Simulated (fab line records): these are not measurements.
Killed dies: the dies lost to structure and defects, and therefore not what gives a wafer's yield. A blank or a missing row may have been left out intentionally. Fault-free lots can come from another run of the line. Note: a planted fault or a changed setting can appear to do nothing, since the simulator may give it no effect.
Chamber matching	flow n5 finfet	N5_BEOL_M10_CMP_52 on cmp-03 has 4 sister chambers
The step polishes, stops on SiCOH lowk, t overpolish 7 s, target thk 140 nm. 14 wafers are shown with their chamber, then 6 later ones without.

== WAFERS WITH THEIR CHAMBER ==
wafer	chamber	motor current A (A)	overpolish run s (s)	time to endpoint s (s)
L304.1	3	5.6	6.993	66
L304.3	1	5.6	7.017	66
L304.6	0	6.0	6.988	62
L308.2	3	5.5	7.005	66
L308.3	2	5.3	7.008	61
L308.5	2	5.1	7.009	63
L307.1	2	5.4	6.989	62
L307.3	0	6.3	6.976	60
L307.5	2	5.5	6.999	65
L311.2	2	5.2	6.996	63
L311.3	1	5.6	7.009	65
L311.5	1	6.0	7.005	64
L310.2	0	5.9	6.994	65
L310.4	3	5.7	7.004	70

SIGNATURES, as means of the wafers listed above
reading	chamber 0	chamber 1	chamber 2	chamber 3	scatter within a chamber
motor current A	6.067	5.733	5.300	5.600	0.177
overpolish run s	6.98600	7.01033	7.00020	7.00067	0.00784
time to endpoint s	62.33	65.00	62.80	67.33	1.85
Rule: distance of a wafer from a chamber = root of the sum over the readings of ((wafer's reading minus chamber's mean) / reading's scatter) squared. The wafer belongs to the nearest chamber; if the next one is less than 2 further off, it can't be placed. The scatter: the root of (the sum of the squares of (reading less its chamber's mean) over the shown wafers, divided by (wafers less chambers)).

== WAFERS MISSING THEIR CHAMBER ==
wafer	motor current A (A)	overpolish run s (s)	time to endpoint s (s)
L310.5	6.0	6.997	63
L313.3	5.3	7.005	64
L313.4	5.9	6.988	69
L314.3	5.6	7.004	67
L315.3	5.7	6.984	67
L315.5	5.3	7.001	64

== WHICH CHAMBER EACH ONE RAN IN ==
wafer	from the rows above	in truth
L310.5	can't be placed: 0 or 1 or 3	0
L313.3	can't be placed: 2 or 3 or 1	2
L313.4	can't be placed: 3 or 1 or 0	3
L314.3	can't be placed: 3 or 1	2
L315.3	can't be placed: 3 or 0 or 1 or 2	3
L315.5	can't be placed: 2 or 3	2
Correct placement for 0 of the 6. Cannot be placed on the basis of these rows: 6; the candidates contain the true chamber in 5. 0 placed wrongly.
